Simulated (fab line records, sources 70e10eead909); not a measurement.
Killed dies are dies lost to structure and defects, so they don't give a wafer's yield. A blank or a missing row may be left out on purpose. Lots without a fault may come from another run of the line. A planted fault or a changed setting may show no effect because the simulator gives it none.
fab line records | flow nand_harc
record lots=5 wafers=15 last_day=34
route steps=1302 shown P_GATE@155
lots that met no fault: from a run of the same line without faults
start_h: hours from the record's first day to the start of the lot's first wafer shown | wait_h: hours since the lot's step before | " the same as in the row above | L1.1+2: a row that stands for several wafers | - no value, or no start given | * or withheld: withheld | < > ~ a bound
route shown NAME@n: a module of which the file shows steps, and the number in the route of the first | usual: mean/standard deviation of fault-free wafers | same: alike in all rows | chamber/n: place in a boat | sites: the reading at each site | _std_site: their standard deviation | _edge_site: outer sites' mean less inner sites' | radius_mm: how far each site lies from the wafer's centre | mask NAME#n: copy n | behind: the tool/chamber that last shaped the wafer | hold: why the lot was held/for how many hours/how that ended | device: the transistor (n, p or np) that didn't switch | end of line: the same wafers' tests at the end of the route | a step without rows: its recipe alone | killed: dies lost to structure and defects at the first sort, not the wafer's yield | map: a wafer's dies, x killed, . not, _ none there
set.NAME: the setting as run; set.NAME@STEP: as run at that earlier step | model.NAME: the simulator's own value behind a step, which no gauge read
lots at some steps of the route; a table a step, a row a wafer
services: from which hour (start_h, from the record's first day; less than 0 if before it) a tool's chamber was out of use, for how many hours, and why
## steps
# step NHARC_P_GATE_ALD_36
# recipe target_thk_a=200 pulse_time_s=60 ald_cycles=223 temp_c=400 material=SiNx
# usual heater_power_w=818/84 precursor_pulse_height_rel=0.999/0.021 susceptor_temp_C=400.00/0.21
# columns lot.wafer tool chamber start_h wait_h heater_power_w precursor_pulse_height_rel susceptor_temp_C
L704.3 ald_sin-02 2 164.64 - 790 1.041 400.28
L704.1 " 0 166.74 - 1013 1.013 399.81
L704.2 " 1 167.79 - 806 0.968 399.65
L703.2 ald_sin-04 0 165.00 - 771 0.980 400.47
L703.4 " 1 166.06 - 744 0.997 400.06
L703.1 " 2 167.12 - 881 0.995 400.18
L712.2 ald_sin-04 3 246.95 - 659 0.995 399.90
L712.3 " 2 249.07 - 852 0.977 399.97
L712.6 " 2 253.32 - 855 0.964 400.10
L719.3 ald_sin-02 0 315.75 - 935 1.023 399.84
L719.2 " 2 317.15 - 759 1.013 400.08
L719.5 " 2 321.34 - 815 0.962 399.94
L720.4 ald_sin-03 2 326.83 - 908 1.044 399.85
L720.1 " 0 328.93 - 783 1.041 400.10
L720.6 " 3 332.07 - 815 0.960 400.32
# step NHARC_P_GATE_ETCHBACK_37
# recipe target_depth_a=345 time_s=17.2 chf3_flow_sccm=50 o2_flow_sccm=10 ar_flow_sccm=200 rf_w=500 bias_w=200 chemistry=CHF3/O2
# usual drypump_motor_current_A=5.5/0.42 oes_product_au=0.95/0.034 rf_vpp_V=370.3/2.7 showerhead_plenum_p_Torr=2.39/0.12 throttle_valve_pct=20.572/0.0098
# columns lot.wafer tool chamber start_h wait_h drypump_motor_current_A oes_product_au rf_hours_counter_h rf_vpp_V showerhead_plenum_p_Torr throttle_valve_pct
L703.4 rie_diel-02 1 - - 5.5 0.91 8.0 368.8 2.31 20.575
L703.1 " 2 " " 6.2 0.91 7.0 372.2 2.46 20.564
L703.2 " 3 " " 5.8 0.94 6.9 367.8 2.27 20.593
L704.1 rie_diel-03 3 - - 6.2 0.93 2.5 375.2 2.57 20.569
L704.3 " 0 " " 5.6 0.93 2.5 368.2 2.32 20.573
L704.2 " 2 " " 5.5 0.93 2.6 371.3 2.40 20.583
L712.3 rie_diel-02 1 - - 5.5 0.93 2.7 369.8 2.30 20.556
L712.2 " 3 " " 5.8 0.95 2.3 367.8 2.26 20.581
L712.6 " 0 " " 5.1 0.92 - 368.3 2.26 20.582
L719.2 rie_diel-03 2 - - 5.5 0.92 2.4 369.5 2.40 20.576
L719.3 " 1 " " 5.8 0.93 2.1 373.8 2.56 20.588
L719.5 " 3 " " 6.1 0.94 - 375.2 2.57 20.578
L720.1 rie_diel-02 1 - - 5.5 0.93 7.4 367.5 2.30 20.585
L720.4 " 2 " " 6.1 0.93 5.9 372.0 2.46 20.571
L720.6 " 3 " " 5.9 0.94 - 367.3 2.26 20.582
# step NHARC_P_GATE_STRIP_101
# recipe time_s=20 o2_flow_sccm=500 ar_flow_sccm=0 bias_w=0 chemistry=O2
# usual drypump_motor_current_A=5.6/0.42 oes_product_au=1.003/0.011 rf_vpp_V=57.8/0.9 showerhead_plenum_p_Torr=3.51/0.17 throttle_valve_pct=17.036/0.0096
# columns lot.wafer tool chamber start_h wait_h drypump_motor_current_A oes_product_au rf_hours_counter_h rf_vpp_V showerhead_plenum_p_Torr throttle_valve_pct
L703.1 rie_diel-02 3 173.58 0.1 5.8 1.015 6.9 59.8 3.33 17.043
L703.2 " 0 " " 5.1 1.007 3.8 57.0 3.33 17.032
L703.4 " 1 " " 5.5 0.996 8.0 57.6 3.39 17.046
L704.2 rie_diel-03 0 174.21 0.1 5.7 1.007 2.5 57.6 3.41 17.033
L704.1 " 1 " " 5.8 1.001 2.5 59.6 3.76 17.029
L704.3 " 3 " " 6.1 1.002 2.6 57.8 3.77 17.045
L712.2 rie_diel-02 1 260.84 0.1 5.5 0.988 2.7 55.5 3.39 17.038
L712.3 " 0 " " 5.1 0.999 3.0 57.7 3.32 17.037
L712.6 " 2 " " 6.2 0.987 - 58.4 3.61 17.041
L719.3 rie_diel-03 3 327.41 0.1 6.2 1.025 2.1 58.5 3.76 17.031
L719.2 " 0 " " 5.7 0.997 1.8 59.1 3.40 17.040
L719.5 " 3 " " 6.2 1.016 - 58.5 3.76 17.051
L720.1 rie_diel-02 3 336.38 0.1 5.9 1.028 6.8 56.4 3.33 17.050
L720.4 " 1 " " 5.5 1.017 7.4 57.8 3.39 17.031
L720.6 " 2 " " 6.2 1.003 - 57.3 3.61 17.052
# step NHARC_P_GATE_PRECLEAN_97
# recipe time_s=600 temp_c=120 chemistry=SPM
# step NHARC_P_GATE_SRD_98
# step NHARC_P_GATE_PRECLEAN_99
# recipe time_s=* temp_c=50 bath_age_min=0 chemistry=SC1
# step NHARC_P_GATE_SRD_100
# step NHARC_P_GATE_DEHYDRATE_38
# recipe temp_c=150 time_s=120
# step NHARC_P_GATE_HMDS_39
# recipe time_s=30
# step NHARC_P_GATE_COAT_40
# recipe spin_rpm=3000
# step NHARC_P_GATE_SOFTBAKE_41
# recipe temp_c=122 time_s=95
# step NHARC_P_GATE_EBR_42
# step NHARC_P_GATE_EXPOSE_43
# recipe na=0.6 target_cd_nm=720 dose_mj=14.81 mask_id=P_NSD
# columns lot.wafer tool chamber start_h wait_h mask
L703.1+2+4 krf_scanner-04 0 174.34 - P_NSD#0
L704.1+2+3 krf_scanner-03 0 174.98 - P_NSD_R1#0
L712.2+3+6 krf_scanner-04 0 261.61 - P_NSD#0
L719.2+3+5 krf_scanner-02 0 328.06 - P_NSD#0
L720.1+4+6 krf_scanner-03 0 337.18 - P_NSD#0
# step NHARC_P_GATE_PEB_44
# recipe peb_temp_c=118 peb_time_s=85
# step NHARC_P_GATE_DEVELOP_45
# recipe time_s=70
# step NHARC_P_GATE_CD_MEAS_46
# recipe target_cd_nm=720 landing_energy_ev=500
# usual cd_nm=719.4/1.7
# same landing_energy_ev=500
# columns lot.wafer tool chamber start_h wait_h cd_nm
L703.1 cd_sem-01 0 174.50 - 718.9
L703.2 " 0 " " 716.0
L703.4 " 0 " " 717.2
L704.1 cd_sem-01 0 175.13 - 711.9
L704.2 " 0 " " 708.0
L704.3 " 0 " " 712.4
L712.2 cd_sem-03 0 261.76 - 719.4
L712.3 " 0 " " 720.2
L712.6 " 0 " " 721.1
L719.2 cd_sem-03 0 328.21 - 717.6
L719.3 " 0 " " 715.3
L719.5 " 0 " " 716.0
L720.1 cd_sem-01 0 337.33 - 719.5
L720.4 " 0 " " 721.4
L720.6 " 0 " " 721.3
# step NHARC_P_GATE_HARDBAKE_47
# recipe temp_c=125 time_s=80
# step NHARC_P_GATE_DESCUM_48
# recipe time_s=3 o2_flow_sccm=200 ar_flow_sccm=0 bias_power_w=0 chemistry=O2
# usual drypump_motor_current_A=5.4/0.43 oes_product_au=1.001/0.011 rf_vpp_V=57.8/0.93 showerhead_plenum_p_Torr=1.92/0.095 throttle_valve_pct=11.311/0.0094
# columns lot.wafer tool chamber start_h wait_h drypump_motor_current_A oes_product_au rf_hours_counter_h rf_vpp_V showerhead_plenum_p_Torr throttle_valve_pct model.P_GATE.cd_nm
L703.4 rie_diel-02 1 174.66 - 5.5 0.997 8.0 56.2 1.83 11.313 717.5
L703.2 " 2 " " 6.2 0.980 7.0 57.8 1.96 11.313 715.8
L703.1 " 3 " " 5.8 1.014 6.9 57.5 1.80 11.316 718.6
L704.3 rie_diel-03 3 175.31 - 6.2 0.994 2.6 56.8 2.05 11.314 712.2
L704.2 " 0 " " 5.6 1.007 2.5 57.9 1.84 11.324 708.4
L704.1 " 1 " " 5.8 1.024 2.5 59.7 2.05 11.312 711.8
L712.2 rie_diel-07 3 261.92 - 5.7 0.990 8.7 57.0 2.02 11.324 719.5
L712.3 " 1 " " 5.2 1.001 8.5 58.2 2.06 11.292 720
L712.6 " 0 " " 4.9 0.997 - 58.1 1.93 11.312 721
L719.2 rie_diel-03 0 328.38 - 5.7 0.988 1.8 56.8 1.84 11.324 717.5
L719.3 " 1 " " 5.8 1.008 2.1 58.2 2.05 11.320 715.5
L719.5 " 3 " " 6.2 1.021 - 58.3 2.05 11.307 716.5
L720.1 rie_diel-07 2 337.53 - 4.9 0.989 2.5 57.1 1.84 11.309 720.5
L720.4 " 0 " " 4.9 0.991 - 57.8 1.93 11.327 721.4
L720.6 " 2 " " 4.8 0.996 - 56.8 1.84 11.312 722.1
# step NHARC_P_GATE_IMPLANT_49
# recipe energy_kev=30 dose_cm2=3e+15 tilt_deg=7
## services
# columns tool chamber start_h hours kind
rie_diel-02 0 146.74 - clean
rie_diel-02 1 146.74 - clean
ald_sin-03 - 170.00 10.0 pm
rie_diel-07 3 175.94 13.5 repair
krf_scanner-04 - 182.00 4.0 pm
ald_sin-02 2 187.69 7.3 repair
rie_diel-07 - 187.88 0.4 repair
rie_diel-03 - 194.08 0.6 repair
rie_diel-02 - 216.70 9.0 pm
krf_scanner-03 - 224.00 4.0 pm
ald_sin-04 1 240.08 6.8 repair
ald_sin-04 0 242.40 11.4 repair
krf_scanner-04 - 248.09 0.2 repair
rie_diel-03 - 254.16 1.2 repair
krf_scanner-02 - 266.00 4.0 pm
rie_diel-03 - 269.62 1.0 repair
krf_scanner-03 - 277.86 1.4 repair
rie_diel-03 - 281.30 9.0 pm
rie_diel-07 - 294.20 9.0 pm
rie_diel-07 1 304.94 4.0 repair
ald_sin-04 2 306.79 3.0 repair
ald_sin-04 0 307.85 6.3 repair
rie_diel-07 3 308.73 40.5 repair
ald_sin-02 1 309.78 8.4 repair
## key
first_sign step=NHARC_P_GATE_EXPOSE_43 reading=mask direction=changed
effect step=NHARC_P_GATE_CD_MEAS_46 reading=cd_nm direction=down sigmas=5.1 usual=719.4 struck=710.8
model_effect step=NHARC_P_GATE_DESCUM_48 value=P_GATE.cd_nm without=719.2 struck=710.8
met_at NHARC_P_GATE_EXPOSE_43
struck_wafers L704.1,L704.2,L704.3
tester_left_out L704
fault kind=wrong_mask tool=any chamber=- onset_h=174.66 steps=NHARC_P_GATE_EXPOSE_43 aux_copy=P_NSD_R1#0 cd_offset_nm=-8.4247 scope=struck_lots_only
# tester_left_out: of these lots the tester's yield and bins aren't shown, on N5 and GAA mostly nor the transistor test; their killed dies are dies lost to structure and defects alone, not to doping, threshold or leakage, so they don't give the yield
